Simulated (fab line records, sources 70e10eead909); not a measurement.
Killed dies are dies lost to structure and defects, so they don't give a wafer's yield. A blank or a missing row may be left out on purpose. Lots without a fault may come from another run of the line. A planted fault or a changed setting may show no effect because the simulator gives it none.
Which tool did it? | flow nand_harc | 11 lots, 33 wafers sampled, at 5 steps of a route of 1302

WHAT THE GAUGES READ, wafer by wafer
NHARC_P_BONDPAD_CD_MEAS_13. Usual: cd_nm 499.8 nm, standard deviation 1.7.
lot  | measured     | on        | cd_nm (nm)        | flag
L639 | day 7 13:26  | cd_sem-03 | 500.1 497.1 499.9 |
L641 | day 7 21:30  | cd_sem-03 | 500.9 501.4 500.6 |
L644 | day 9 01:41  | cd_sem-02 | 500.2 500.4 499.7 |
L645 | day 9 18:52  | cd_sem-02 | 502.4 503.0 504.0 |
L648 | day 10 22:32 | cd_sem-03 | 501.1 498.8 499.3 |
L652 | day 12 18:52 | cd_sem-03 | 500.7 501.9 501.7 |
L656 | day 14 01:54 | cd_sem-01 | 500.3 500.0 500.7 |
L658 | day 15 03:30 | cd_sem-01 | 501.2 500.1 502.2 |
L660 | day 15 17:23 | cd_sem-02 | 501.6 500.5 500.4 |
L659 | day 15 18:12 | cd_sem-03 | 498.1 500.2 498.7 |
L661 | day 16 04:02 | cd_sem-03 | 500.6 500.3 498.8 |

NHARC_END_SORT_01. Usual: defect_limited_yield 91.6 %, standard deviation 2.6; killed_at_array 52, standard deviation 17; killed_at_other 0.8, standard deviation 1.1; killed_at_periphery 3.2, standard deviation 2.2; killed_dies 57, standard deviation 17; killed_open 3.4, standard deviation 1.8; killed_short 2.4, standard deviation 1.6; sort_bin_2_pct 2.9 %, standard deviation 1.1; sort_bin_3_pct 0.6 %, standard deviation 0.38; sort_bin_4_pct 4.8 %, standard deviation 1.5; sort_n_pass 620, standard deviation 17; sort_rim_yield_pct 92 %, standard deviation 4.9; sort_yield_pct 91.6 %, standard deviation 2.6.
lot  | measured     | on        | defect_limited_yield (%) | killed_at_array | killed_at_other | killed_at_periphery | killed_dies | killed_open | killed_short | sort_bin_2_pct (%) | sort_bin_3_pct (%) | sort_bin_4_pct (%) | sort_n_pass | sort_rim_yield_pct (%) | sort_yield_pct (%) | flag
L639 | day 24 13:37 | prober-01 | 88.6 88.5 90.1           | 72 72 64        | 1 1 0           | 4 5 3               | 77 78 67    | 4 3 2       | 1 0 3        | 4.9 4.7 4.0        | 0.4 1.2 1.3        | 6.1 5.6 4.6        | 600 599 610 | 87 88 93               | 88.6 88.5 90.1     |
L641 | day 25 09:48 | prober-01 | 93.5 93.9 93.5           | 44 38 43        | 0 0 0           | 0 3 1               | 44 41 44    | 3 4 2       | 2 2 5        | 2.7 2.4 3.0        | 0.4 0.1 0.1        | 3.4 3.5 3.4        | 633 636 633 | 98 88 97               | 93.5 93.9 93.5     |
L644 | day 26 19:26 | prober-02 | 90.4 91.4 93.1           | 60 55 44        | 1 0 1           | 4 3 2               | 65 58 47    | 6 4 4       | 4 3 1        | 3.4 3.4 2.1        | 0.4 0.4 0.6        | 5.8 4.7 4.3        | 612 619 630 | 92 91 91               | 90.4 91.4 93.1     |
L645 | day 27 08:23 | prober-02 | 94.4 93.4 92.9           | 35 40 44        | 0 0 0           | 3 5 4               | 38 45 48    | 2 2 0       | 2 1 4        | 2.1 2.4 1.8        | 0.1 0 0.7          | 3.4 4.3 4.6        | 639 632 629 | 89 92 96               | 94.4 93.4 92.9     |
L648 | day 28 08:29 | prober-02 | 97.5 95.7 96.0           | 15 24 24        | 0 1 2           | 2 4 1               | 17 29 27    | 2 6 1       | 1 0 1        | 1.0 1.0 1.8        | 0.1 0.4 0.3        | 1.3 2.8 1.9        | 660 648 650 | 98 95 93               | 97.5 95.7 96.0     |
L652 | day 30 07:10 | prober-02 | 93.4 92.2 92.3           | 39 49 43        | 1 1 1           | 5 3 8               | 45 53 52    | 2 1 5       | 2 3 3        | 2.1 2.1 3.4        | 0.3 0.9 1.2        | 4.3 4.9 3.1        | 632 624 625 | 89 91 99               | 93.4 92.2 92.3     |
L656 | day 31 22:14 | prober-02 | 87.1 89.1 86.9           | 81 66 83        | 0 3 0           | 6 5 6               | 87 74 89    | 2 5 5       | 3 5 1        | 5.5 3.7 5.3        | 1.2 1.5 1.2        | 6.2 5.8 6.6        | 590 603 588 | 87 82 97               | 87.1 89.1 86.9     |
L658 | day 32 22:49 | prober-02 | 93.9 91.4 91.9           | 41 52 53        | 0 2 1           | 0 4 1               | 41 58 55    | 5 4 5       | 3 2 0        | 2.2 2.7 2.7        | 0.4 0.9 1.0        | 3.4 5.0 4.4        | 636 619 622 | 92 94 99               | 93.9 91.4 91.9     |
L660 | day 34 02:25 | prober-01 | 90.5 90.8 90.0           | 62 58 64        | 0 1 0           | 2 3 4               | 64 62 68    | 4 3 2       | 5 1 1        | 3.5 3.8 2.8        | 0.9 0.9 1.0        | 5.0 4.4 6.2        | 613 615 609 | 91 92 95               | 90.5 90.8 90.0     |
L659 | day 33 14:22 | prober-02 | 93.8 95.3 94.7           | 38 30 31        | 0 0 1           | 4 2 4               | 42 32 36    | 4 3 5       | 3 3 3        | 1.5 2.1 1.9        | 0 0.3 0.4          | 4.7 2.4 3.0        | 635 645 641 | 92 89 94               | 93.8 95.3 94.7     |
L661 | day 34 11:21 | prober-02 | 92.5 93.9 91.7           | 43 40 49        | 0 0 0           | 8 1 7               | 51 41 56    | 2 3 4       | 1 2 3        | 1.6 1.6 3.4        | 0.7 0.3 0.4        | 5.2 4.1 4.4        | 626 636 621 | 92 88 85               | 92.5 93.9 91.7     |

WHICH TOOL RAN EACH LOT (tool, then ch and the chambers of the sampled wafers, then the start)
lot  | NHARC_P_BONDPAD_ETCH_12                       | NHARC_P_BONDPAD_ETCH_24            | NHARC_P_BONDPAD_CMP_19
L639 | rie_diel-02 ch 1,2,3, day 7 13:26 or earlier  | rie_diel-12 ch 0,1,3, day 7 13:40  | cmp-03 ch 0,1,2, day 7 15:09
L641 | rie_diel-02 ch 0,1,2, day 7 21:30 or earlier  | rie_diel-12 ch 0,2,3, day 7 21:46  | cmp-01 ch 1,2,3, day 7 23:31
L644 | rie_diel-10 ch 0,1,2, day 9 01:41 or earlier  | rie_diel-02 ch 1,2,3, day 9 01:55  | cmp-03 ch 0,1,3, day 9 03:25
L645 | rie_diel-02 ch 0,3, day 9 18:52 or earlier    | rie_diel-10 ch 0,1, day 9 19:07    | cmp-01 ch 0,2,3, day 9 20:40
L648 | rie_diel-10 ch 0,2, day 10 22:32 or earlier   | rie_diel-10 ch 1,2, day 10 22:49   | cmp-01 ch 0,1,3, day 11 00:23
L652 | rie_diel-12 ch 0,2,3, day 12 18:52 or earlier | rie_diel-10 ch 1,3, day 12 19:06   | cmp-02 ch 1,2,3, day 12 20:34
L656 | rie_diel-12 ch 0,1,2, day 14 01:54 or earlier | rie_diel-10 ch 1,2, day 14 02:08   | cmp-03 ch 0,3, day 14 03:38
L658 | rie_diel-12 ch 0,3, day 15 03:30 or earlier   | rie_diel-02 ch 0,1,3, day 15 03:43 | cmp-02 ch 0,1,2, day 15 05:12
L660 | rie_diel-12 ch 0,2,3, day 15 17:23 or earlier | rie_diel-12 ch 0,1,2, day 15 17:36 | cmp-03 ch 0,1,3, day 15 19:08
L659 | rie_diel-10 ch 0,2, day 15 18:12 or earlier   | rie_diel-12 ch 0,1, day 15 18:25   | cmp-01 ch 1,2, day 15 19:54
L661 | rie_diel-02 ch 0,2,3, day 16 04:02 or earlier | rie_diel-02 ch 1,2, day 16 04:16   | cmp-02 ch 0,1, day 16 05:44
- NHARC_P_BONDPAD_ETCH_12: etches the open film in CHF3/O2, target depth 200 nm, time 100 s.
- NHARC_P_BONDPAD_ETCH_24: etches the open film in CF4/N2, target depth 30 nm, time 72.99 s.
- NHARC_P_BONDPAD_CMP_19: polishes, t overpolish 30 s, cu recess touch 16 s, target thk 160.81 nm.

WHAT THE TOOLS THEMSELVES READ (means of the sampled wafers that have a number; where no wafer has one, the mark that the record gives instead)
NHARC_P_BONDPAD_ETCH_12. Usual: drypump_motor_current_A 5.6 A, standard deviation 0.56; oes_product_au 0.938 a.u., standard deviation 0.02; rf_vpp_V 370.6 V, standard deviation 2.3; run_length_s 121.2 s, standard deviation 0.4; showerhead_plenum_p_Torr 2.40 Torr, standard deviation 0.094; throttle_valve_pct 20.572 %, standard deviation 0.0088.
lot  | tool        | drypump_motor_current_A (A) | oes_product_au (a.u.) | rf_vpp_V (V) | run_length_s (s) | showerhead_plenum_p_Torr (Torr) | throttle_valve_pct (%) | flag
L639 | rie_diel-02 | 5.6                         | 0.922                 | 371.4        | 121.4            | 2.46                            | 20.573                 |
L641 | rie_diel-02 | 5.2                         | 0.929                 | 371.7        | 121.1            | 2.44                            | 20.568                 |
L644 | rie_diel-10 | 6.0                         | 0.922                 | 369.5        | 120.9            | 2.38                            | 20.574                 |
L645 | rie_diel-02 | 5.8                         | 0.967                 | 370.6        | 121.3            | 2.39                            | 20.580                 |
L648 | rie_diel-10 | 6.1                         | 0.927                 | 369.6        | 121.0            | 2.33                            | 20.579                 |
L652 | rie_diel-12 | 5.7                         | 0.975                 | 367.3        | 121.3            | 2.28                            | 20.560                 |
L656 | rie_diel-12 | 5.5                         | 0.969                 | 369.7        | 121.2            | 2.36                            | 20.568                 |
L658 | rie_diel-12 | 5.7                         | 0.933                 | 368.5        | 121.2            | 2.28                            | 20.580                 |
L660 | rie_diel-12 | 5.7                         | 0.933                 | 367.4        | 121.2            | 2.27                            | 20.578                 |
L659 | rie_diel-10 | 5.7                         | 0.920                 | 369.5        | 121.2            | 2.37                            | 20.576                 |
L661 | rie_diel-02 | 5.8                         | 0.925                 | 372.0        | 121.1            | 2.44                            | 20.567                 |

NHARC_P_BONDPAD_ETCH_24. Usual: cf4_flow_sccm 50.00 sccm, standard deviation 0.15; drypump_motor_current_A 5.7 A, standard deviation 0.54; oes_product_au 1.000 a.u., standard deviation 0.0078; rf_vpp_V 314.0 V, standard deviation 2; run_length_s 94.2 s, standard deviation 0.38; showerhead_plenum_p_Torr 2.61 Torr, standard deviation 0.11; throttle_valve_pct 19.794 %, standard deviation 0.01.
lot  | tool        | cf4_flow_sccm (sccm) | drypump_motor_current_A (A) | oes_product_au (a.u.) | rf_vpp_V (V) | run_length_s (s) | showerhead_plenum_p_Torr (Torr) | throttle_valve_pct (%) | flag
L639 | rie_diel-12 | 49.99                | 5.5                         | 0.995                 | 313.6        | 94.4             | 2.59                            | 19.792                 |
L641 | rie_diel-12 | 49.98                | 5.7                         | 1.007                 | 312.5        | 94.3             | 2.49                            | 19.795                 |
L644 | rie_diel-02 | 49.95                | 5.6                         | 1.000                 | 314.9        | 94.2             | 2.69                            | 19.800                 |
L645 | rie_diel-10 | 50.03                | 5.7                         | 1.006                 | 315.1        | 94.3             | 2.64                            | 19.797                 |
L648 | rie_diel-10 | 49.88                | 6.4                         | 0.998                 | 313.2        | 93.5             | 2.57                            | 19.792                 |
L652 | rie_diel-10 | 50.00                | 5.5                         | 0.998                 | 317.5        | 102.4            | 2.76                            | 19.809                 | OFF
L656 | rie_diel-10 | 49.97                | 6.4                         | 1.006                 | 314.0        | 102.0            | 2.56                            | 19.790                 | OFF
L658 | rie_diel-02 | 49.98                | 5.6                         | 0.990                 | 313.8        | 94.4             | 2.63                            | 19.784                 |
L660 | rie_diel-12 | 49.79                | 5.4                         | 1.002                 | 313.7        | 94.3             | 2.58                            | 19.792                 |
L659 | rie_diel-12 | 50.13                | 5.3                         | 1.007                 | 315.3        | 94.6             | 2.68                            | 19.800                 |
L661 | rie_diel-02 | 49.95                | 5.1                         | 0.987                 | 315.1        | 94.4             | 2.71                            | 19.788                 |

NHARC_P_BONDPAD_CMP_19. Usual: motor_current_A 12.0 A, standard deviation 0.78; overpolish_run_s 30.001 s, standard deviation 0.0086.
lot  | tool   | motor_current_A (A) | overpolish_run_s (s) | flag
L639 | cmp-03 | 11.7                | 29.998               |
L641 | cmp-01 | 11.6                | 29.993               |
L644 | cmp-03 | 12.2                | 29.990               |
L645 | cmp-01 | 12.3                | 29.994               |
L648 | cmp-01 | 12.3                | 29.998               |
L652 | cmp-02 | 12.4                | 30.002               |
L656 | cmp-03 | 11.6                | 30.002               |
L658 | cmp-02 | 11.8                | 30.001               |
L660 | cmp-03 | 12.2                | 30.007               |
L659 | cmp-01 | 11.8                | 30.004               |
L661 | cmp-02 | 11.6                | 29.991               |

THE ANSWER, worked out from the rows above alone
Rule: a lot is off if the mean of its wafers that have a number lies more than 3 standard deviations from the usual mean. A lot without any number at a reading at which 4 lots or more have one is off too. The other lots that the step has rows for count as sound. The gauges are gone through in route order, then the tools' own readings, and for those a lot's mean is taken as printed above. The first step at which some lot is off is used, and at that step the reading that is off furthest; a lot without a number counts as furthest.
Off: L652, L656, at NHARC_P_BONDPAD_ETCH_24 (run_length_s).
A tool fits if, at that step or a process step before it, it ran every lot that is off, and no sound lot after the first of them. NHARC_P_BONDPAD_ETCH_12 gives no start for some lots, so the hours and the order of its lots are those of NHARC_P_BONDPAD_CD_MEAS_13. One fits: rie_diel-10 at NHARC_P_BONDPAD_ETCH_24. Its last sound lot is L648 (day 10 22:49), its first lot that is off L652 (day 12 19:06): a fault that began between those two fits.
The tool's own readings at NHARC_P_BONDPAD_ETCH_24 bear it out: on the lots that are off they differ by more than 5 times the standard deviation of the sound lots' means. run_length_s reads 102.2 s there against 94.3 s on the sound lots.

WHAT THE SIMULATOR HAD PUT IN
Process parameter drift: rie_diel-10, from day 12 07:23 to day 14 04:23, at NHARC_P_BONDPAD_ETCH_24. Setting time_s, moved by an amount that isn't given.
Lots struck among those shown: L652, L656. The rule above found the same.
